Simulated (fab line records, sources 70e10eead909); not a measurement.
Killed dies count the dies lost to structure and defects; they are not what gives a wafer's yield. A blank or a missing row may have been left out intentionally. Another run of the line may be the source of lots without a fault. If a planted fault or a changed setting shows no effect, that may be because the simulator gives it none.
Matching of chambers || flow nandHarc || cmp-03 running NHARC_P_CONTACT_CMP_24: 4 sister chambers
The step polishes, t overpolish 30 s, target thk 200 nm. 8 wafers are shown with their chamber, then 8 later ones without.

== WAFERS WITH THEIR CHAMBER ==
{"wafer": "L400.5", "chamber": 0, "motorCurrentA (A)": 12.7, "timeToEndpointS (s)": 37}
{"wafer": "L402.4", "chamber": 2, "motorCurrentA (A)": 9.3, "timeToEndpointS (s)": 38}
{"wafer": "L406.5", "chamber": 3, "motorCurrentA (A)": 11.7, "timeToEndpointS (s)": 39}
{"wafer": "L406.6", "chamber": 2, "motorCurrentA (A)": 9.2, "timeToEndpointS (s)": 35}
{"wafer": "L416.1", "chamber": 0, "motorCurrentA (A)": 12.4, "timeToEndpointS (s)": 42}
{"wafer": "L416.3", "chamber": 3, "motorCurrentA (A)": 12.2, "timeToEndpointS (s)": 42}
{"wafer": "L416.4", "chamber": 1, "motorCurrentA (A)": 10.5, "timeToEndpointS (s)": 44}
{"wafer": "L418.3", "chamber": 1, "motorCurrentA (A)": 10.7, "timeToEndpointS (s)": 42}

== WAFERS MISSING THEIR CHAMBER ==
{"wafer": "L418.4", "motorCurrentA (A)": 11.3, "timeToEndpointS (s)": 42}
{"wafer": "L418.6", "motorCurrentA (A)": 13.3, "timeToEndpointS (s)": 36}
{"wafer": "L419.2", "motorCurrentA (A)": 11.1, "timeToEndpointS (s)": 44}
{"wafer": "L419.3", "motorCurrentA (A)": 9.8, "timeToEndpointS (s)": 38}
{"wafer": "L419.6", "motorCurrentA (A)": 12.7, "timeToEndpointS (s)": 44}
{"wafer": "L421.1", "motorCurrentA (A)": 9.7, "timeToEndpointS (s)": 42}
{"wafer": "L421.3", "motorCurrentA (A)": 13.0, "timeToEndpointS (s)": 46}
{"wafer": "L421.6", "motorCurrentA (A)": 10.2, "timeToEndpointS (s)": 47}

== CHAMBER TAKEN BY EACH ==
{"wafer": "L418.4", "from the rows above": "can't be placed: 3 or 1", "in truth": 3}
{"wafer": "L418.6", "from the rows above": 0, "in truth": 0}
{"wafer": "L419.2", "from the rows above": "can't be placed: 1 or 3", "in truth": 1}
{"wafer": "L419.3", "from the rows above": "can't be placed: 2 or 1", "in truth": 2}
{"wafer": "L419.6", "from the rows above": "can't be placed: 0 or 3", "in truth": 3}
{"wafer": "L421.1", "from the rows above": "can't be placed: 2 or 1", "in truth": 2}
{"wafer": "L421.3", "from the rows above": "can't be placed: 0 or 3", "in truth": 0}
{"wafer": "L421.6", "from the rows above": 1, "in truth": 1}
Correctly placed: 2 of 8. These rows do not allow placing 6 (true chamber among the candidates in 6). 0 placed wrongly.
How it was worked out, from the rows above alone: a wafer's distance from a chamber is the root of the sum, over the readings, of the square of ((its reading less the chamber's mean) divided by the reading's scatter). The wafer belongs to the nearest chamber; if the next one is less than 2 further off, it can't be placed. A chamber's mean is the mean of its shown wafers. The scatter: take each reading less its chamber's mean, square it, sum over the shown wafers, divide by the number of wafers less the number of chambers, and take the root.
